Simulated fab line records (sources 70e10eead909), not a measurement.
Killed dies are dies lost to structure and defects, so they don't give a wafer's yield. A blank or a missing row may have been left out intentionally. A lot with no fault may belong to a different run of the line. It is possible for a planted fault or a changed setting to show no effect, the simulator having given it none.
Problem report in the 8D (eight disciplines) form, filled by code | flow nand harc | the parts of the form that need people (team, actions taken, sign-off) are left out

== 1. WHAT IS WRONG ==
run length s at NHARC_A_CHANNEL_FILL_D2_ETCHBACK_20 reads a mean of 30.8 s on 6 wafers of 2 lots; wafers without a fault read 34.6 s with a standard deviation of 0.51. Relative to the usual mean, that is a shift of -7.4 standard deviations.
The step: etches the open film in C4F8/O2/Ar, target depth 27 nm, time 13.5 s.
Earliest sighting: wafer L253.2 on rie diel-09 at day 20 21:13. The record holds 33 wafers of 11 lots with a number at this step. The rule behind "out" and "out of limits": a value lying over 4 standard deviations away from the usual mean. The other wafers with a number count as sound.

== 2. WHAT THIS IS AND IS NOT ==
question                    | is                     | is not
which readings at this step | run length s           | rf vpp V
which lots                  | L253, L255             | L239, L241, L243, L246, L247, L248, L252, L260, L261
which wafers of those lots  | all that have a number | -
read on which tools         | rie diel-09            | rie diel-05, rie diel-11
when                        | from day 20 21:13      | up to then (21 sound wafers); but 6 sound wafers of L260, L261 came after

== 3. SUSPECTS, AND WHAT RULES EACH OUT ==
Counting: a tool stays on the suspect list if, at a process step up to the reading, it processed all lots that are out and no sound lot following the first of them.
- har etch-01 at NHARC_A_CHANNEL_HOLE_D2_ETCH_22 (etches the open film in C4F8/O2/Ar, time 666.7 s, target depth 1600 nm): ruled out as a lasting fault. After its first lot that is out, L253 (day 19 15:14), sound lots L260, L261 ran on it.
- rie diel-09 at NHARC_A_CHANNEL_FILL_D2_ETCHBACK_20 (etches the open film in C4F8/O2/Ar, target depth 27 nm, time 13.5 s): kept. It ran every lot that is out, first L253 (day 20 21:13), and no sound lot after that; its last sound lot up to then is L247 (day 18 02:31). On those wafers its own readings are out: run length s.
Left after counting: rie diel-09 at NHARC_A_CHANNEL_FILL_D2_ETCHBACK_20.

== 4. THE CAUSE (what the simulator had put in) ==
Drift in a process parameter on rie diel-09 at NHARC_A_CHANNEL_FILL_D2_ETCHBACK_20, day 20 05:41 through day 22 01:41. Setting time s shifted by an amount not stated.
After counting, this tool was the only one left.

== 5. THE CHAIN OF EFFECTS, in route order ==
Each row: a reading where the mean over the struck wafers with a number is more than 3 standard deviations away from the usual. Readings are gone through only where the record gives a usual standard deviation; hours: the median, over the lots, of the time from a lot's start at the first step in this table giving one to that lot's start at this step; sigmas: the change measured in usual standard deviations.
hours | step                                | reading      | usual  | on struck wafers | change | sigmas
0     | NHARC_A_CHANNEL_FILL_D2_ETCHBACK_20 | run length s | 34.6 s | 30.8             | -3.8   | -7.4
Here are the process steps it includes:
- NHARC_A_CHANNEL_FILL_D2_ETCHBACK_20: etches the open film in C4F8/O2/Ar, target depth 27 nm, time 13.5 s.
Later measuring or inspecting steps at which every struck wafer that the step has a row for has a number for every such reading, and none has moved that far: NHARC_END_SORT_01.

== 6. WHAT WOULD HAVE CAUGHT IT SOONER ==
16 hours passed between the start of the fault at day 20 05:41 and the first reading out of limits in this record, taken at day 20 21:13.
